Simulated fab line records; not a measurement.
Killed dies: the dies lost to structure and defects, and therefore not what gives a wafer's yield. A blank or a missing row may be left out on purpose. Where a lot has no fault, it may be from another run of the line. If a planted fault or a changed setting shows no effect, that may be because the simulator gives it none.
Which tool did it? | flow nand_harc | 17 wafers from 6 lots sampled at 5 of the route's 1159 steps

== WHAT THE GAUGES SHOWED, per wafer ==
NHARC_END_SORT_01.
lot  | measured     | on        | defect_limited_yield (%)
L806 | day 23 21:58 | prober-01 | 95.6 0 96.3
L803 | day 24 09:04 | prober-01 | 0 95.3

== WHICH TOOL RAN EACH LOT (tool, then ch and the chambers of the sampled wafers, then the start) ==
lot  | NHARC_A_M1_PVD_21            | NHARC_A_BONDPAD_ANNEAL_28        | NHARC_THIN_TSV_DEP_43           | NHARC_THIN_TSV_PRE_CLEAN_54
L791 | pvd_sputter-03, day 19 12:02 | rtp_anneal-01 ch 0, day 19 17:02 | pecvd-01 ch 0,1,2, day 20 09:26 | pvd_sputter-01, day 20 15:01
L793 | pvd_sputter-01, day 19 18:14 | rtp_anneal-02 ch 0, day 19 23:41 | pecvd-03 ch 0,1,2, day 20 12:19 | pvd_sputter-01, day 20 18:01
L794 | pvd_sputter-01, day 20 08:38 | rtp_anneal-02 ch 0, day 20 13:55 | pecvd-02 ch 1,2, day 21 05:50   | pvd_sputter-01, day 21 11:34
L806 | pvd_sputter-02, day 22 10:43 | rtp_anneal-01 ch 0, day 22 15:50 | pecvd-03 ch 0,1, day 23 06:02   | pvd_sputter-02, day 23 11:41
L803 | pvd_sputter-02, day 22 15:44 | rtp_anneal-02 ch 0, day 22 21:32 | pecvd-02 ch 0, day 23 10:50     | pvd_sputter-01, day 23 16:51
L808 | pvd_sputter-03, day 23 07:55 | rtp_anneal-02 ch 0, day 23 13:16 | pecvd-01 ch 0,2, day 24 02:52   | pvd_sputter-01, day 24 08:28
- NHARC_A_M1_PVD_21: deposits Cu, target thk 30 nm, time 20.49 s.
- NHARC_A_BONDPAD_ANNEAL_28: time 90 s.
- NHARC_THIN_TSV_DEP_43: deposits SiO2, target thk 1328.5 nm.
- NHARC_THIN_TSV_PRE_CLEAN_54: time 30 s.

== THE ANSWER, worked out from the rows above alone ==
Rule: usual is defined by the lots themselves. Put in order of their means at a reading, lots are off if they are a third of the lots or fewer, leave a main group of 4 or more, and stand apart from it by a gap of 3 or more times the standard deviation of the main group's means; of several such gaps the widest counts. A main group is skipped when, at the precision printed for the reading in the tables above, its means are all equal. A lot without any number at a reading at which 4 lots or more have one is off too. Any other lot the step has rows for is counted as sound.
None of the lots is off at any reading shown; this tells nothing.

== WHAT THE SIMULATOR HAD PUT IN ==
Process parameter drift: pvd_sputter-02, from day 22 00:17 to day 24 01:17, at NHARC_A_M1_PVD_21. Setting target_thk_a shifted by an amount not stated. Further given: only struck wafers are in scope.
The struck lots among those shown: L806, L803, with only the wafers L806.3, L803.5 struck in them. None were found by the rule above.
